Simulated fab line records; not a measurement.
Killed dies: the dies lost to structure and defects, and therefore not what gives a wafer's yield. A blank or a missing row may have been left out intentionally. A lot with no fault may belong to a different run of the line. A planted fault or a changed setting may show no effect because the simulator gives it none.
Chamber matching || flow n5 finfet || ald sin-04 running N5_MOL_CONTACT_COAG_ALD_131: 4 sister chambers
The step deposits SiO2, target thk 5 nm, pulse time 1 s, co reactant pulse time 1 s. 14 wafers are shown with their chamber, then 7 later ones without.

WAFERS, EACH WITH ITS CHAMBER
{"wafer": "L075.2", "chamber": 1, "heater power w (W)": 73, "precursor pulse height rel": 0.976}
{"wafer": "L075.5", "chamber": 1, "heater power w (W)": 70, "precursor pulse height rel": 1.035}
{"wafer": "L075.6", "chamber": 0, "heater power w (W)": 93, "precursor pulse height rel": 0.994}
{"wafer": "L077.3", "chamber": 0, "heater power w (W)": 93, "precursor pulse height rel": 0.996}
{"wafer": "L077.5", "chamber": 3, "heater power w (W)": 84, "precursor pulse height rel": 1.021}
{"wafer": "L077.6", "chamber": 0, "heater power w (W)": 91, "precursor pulse height rel": 0.974}
{"wafer": "L080.3", "chamber": 3, "heater power w (W)": 81, "precursor pulse height rel": 0.981}
{"wafer": "L080.4", "chamber": 1, "heater power w (W)": 72, "precursor pulse height rel": 1.010}
{"wafer": "L080.5", "chamber": 0, "heater power w (W)": 91, "precursor pulse height rel": 1.010}
{"wafer": "L083.2", "chamber": 2, "heater power w (W)": 102, "precursor pulse height rel": 0.995}
{"wafer": "L083.5", "chamber": 3, "heater power w (W)": 84, "precursor pulse height rel": 1.016}
{"wafer": "L083.6", "chamber": 2, "heater power w (W)": 102, "precursor pulse height rel": 0.989}
{"wafer": "L089.1", "chamber": 3, "heater power w (W)": 81, "precursor pulse height rel": 1.007}
{"wafer": "L089.4", "chamber": 1, "heater power w (W)": 72, "precursor pulse height rel": 0.993}

SIGNATURES (means of the wafers above)
{"reading": "heater power w", "chamber 0": 92.00, "chamber 1": 71.75, "chamber 2": 102.00, "chamber 3": 82.50, "scatter within a chamber": 1.33}
{"reading": "precursor pulse height rel", "chamber 0": 0.99350, "chamber 1": 1.00350, "chamber 2": 0.99200, "chamber 3": 1.00625, "scatter within a chamber": 0.0188}
Rule: distance of a wafer from a chamber = root of the sum over the readings of ((wafer's reading minus chamber's mean) / reading's scatter) squared. The wafer belongs to the nearest chamber; if the next one is less than 2 further off, it can't be placed. How the scatter is found: for the shown wafers, subtract from each reading the mean of its chamber, square and add these, divide the total by (wafers less chambers), then take the root.

WAFERS WITH NO CHAMBER GIVEN
{"wafer": "L089.5", "heater power w (W)": 83, "precursor pulse height rel": 0.989}
{"wafer": "L095.1", "heater power w (W)": 93, "precursor pulse height rel": 0.982}
{"wafer": "L095.3", "heater power w (W)": 70, "precursor pulse height rel": 1.010}
{"wafer": "L095.4", "heater power w (W)": 107, "precursor pulse height rel": 0.984}
{"wafer": "L096.1", "heater power w (W)": 71, "precursor pulse height rel": 0.988}
{"wafer": "L096.3", "heater power w (W)": 86, "precursor pulse height rel": 1.028}
{"wafer": "L096.5", "heater power w (W)": 108, "precursor pulse height rel": 1.004}

WHICH CHAMBER EACH WENT THROUGH
{"wafer": "L089.5", "from the rows above": 3, "in truth": 3}
{"wafer": "L095.1", "from the rows above": 0, "in truth": 0}
{"wafer": "L095.3", "from the rows above": 1, "in truth": 1}
{"wafer": "L095.4", "from the rows above": 2, "in truth": 2}
{"wafer": "L096.1", "from the rows above": 1, "in truth": 1}
{"wafer": "L096.3", "from the rows above": "can't be placed: 3 or 0", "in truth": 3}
{"wafer": "L096.5", "from the rows above": 2, "in truth": 2}
Correctly placed: 6 of 7. Unplaceable from these rows: 1, with the true chamber sitting among the candidates in 1. Number placed wrongly: 0.
